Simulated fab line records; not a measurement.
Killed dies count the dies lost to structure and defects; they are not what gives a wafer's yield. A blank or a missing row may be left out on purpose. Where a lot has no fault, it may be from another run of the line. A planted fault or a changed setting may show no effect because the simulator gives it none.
A struck lot beside a sound one | flow nand harc | 17 out of 1302 route steps
Sound: the wafers L317.3, L317.4, L317.6. The struck wafers were L324.4, L324.5, L324.6. The cause comes at the end.
For every step that has rows: the tool of each side, followed by ch and its chambers, followed by its first start. Under that, the readings that differ: sound wafers | struck wafers | difference of the means | sigmas: that difference in standard deviations of wafers without a fault.
alike: readings whose means differ by less than 2 such deviations, and words and numbers that are the same on both sides. not compared: withheld readings, readings that some wafer has no value for, bounds like >300 that may hide the same value, and numbers for which the record gives no deviation and whose values overlap.
Wherever a step has rows on one side only, a row that says differs or no value, or a row with sigmas, the two part there. Non-overlapping numbers with no deviation appear without sigmas and do not part them. Lack of a reading on every wafer of one side parts them only where that side has two or more wafers.

NHARC_P_GATE_CD_MEAS_46: the cd target is 720 nm.
  sound on cd sem-02 ch 0, day 5 15:53; struck on cd sem-03 ch 0, day 8 07:46
  alike: cd nm
then, 1 step without rows for these wafers: NHARC_P_GATE_HARDBAKE_47 (time 80 s).
NHARC_P_GATE_DESCUM_48: chemistry O2, time 3 s.
  sound on rie diel-01 ch 1,2,3, day 5 16:04; struck on rie diel-01 ch 1,2,3, day 8 07:58
  alike: drypump motor current A, oes product au, rf vpp V, showerhead plenum p Torr, throttle valve pct
  not compared: rf hours counter h
then, 1 step without rows for these wafers: NHARC_P_GATE_IMPLANT_49.
NHARC_P_GATE_STRIP_111: strips in N2/H2, time 250 s.
  sound on plasma asher-02 ch 0,1, day 5 16:31; struck on plasma asher-02 ch 0,1, day 8 08:23
  alike: drypump motor current A, heater power w
  not compared: rf hours counter h
NHARC_P_GATE_STRIP_75: strips in O2.
  sound on plasma asher-02 ch 0,1, day 5 16:44; struck on plasma asher-02 ch 0,1, day 8 08:37
  alike: drypump motor current A, heater power w
  not compared: rf hours counter h
then, 6 steps without rows for these wafers: NHARC_P_GATE_STRIP_50 (strips in SPM, time 900 s); NHARC_P_GATE_DEHYDRATE_51 (time 120 s); NHARC_P_GATE_HMDS_52 (time 30 s); NHARC_P_GATE_COAT_53; NHARC_P_GATE_SOFTBAKE_54 (time 95 s); NHARC_P_GATE_EBR_55.
NHARC_P_GATE_EXPOSE_56: exposes mask P PSD, target cd 720 nm.
  sound on krf scanner-02 ch 0, day 5 17:29; struck on krf scanner-02 ch 0, day 8 09:23
  reading | sound                   | struck                           | difference | sigmas
  mask    | P_PSD#0 P_PSD#0 P_PSD#0 | P_PSD_R1#0 P_PSD_R1#0 P_PSD_R1#0 | differs    |
  alike: focus offset nm
then, 2 steps without rows for these wafers: NHARC_P_GATE_PEB_57 (peb time 85 s); NHARC_P_GATE_DEVELOP_58 (time 70 s).
NHARC_P_GATE_CD_MEAS_59: the cd target is 720 nm.
  sound on cd sem-01 ch 0, day 5 17:38; struck on cd sem-01 ch 0, day 8 09:32
  reading    | sound             | struck            | difference | sigmas
  cd nm (nm) | 718.9 717.4 716.8 | 711.0 710.4 711.9 | -6.6       | -4
then, 1 step without rows for these wafers: NHARC_P_GATE_HARDBAKE_60 (time 80 s).

== WHERE THEY PART ==
At NHARC_P_GATE_EXPOSE_56 first; at NHARC_P_GATE_CD_MEAS_59 last (within this record only).

WHY: what had been put in by the simulator
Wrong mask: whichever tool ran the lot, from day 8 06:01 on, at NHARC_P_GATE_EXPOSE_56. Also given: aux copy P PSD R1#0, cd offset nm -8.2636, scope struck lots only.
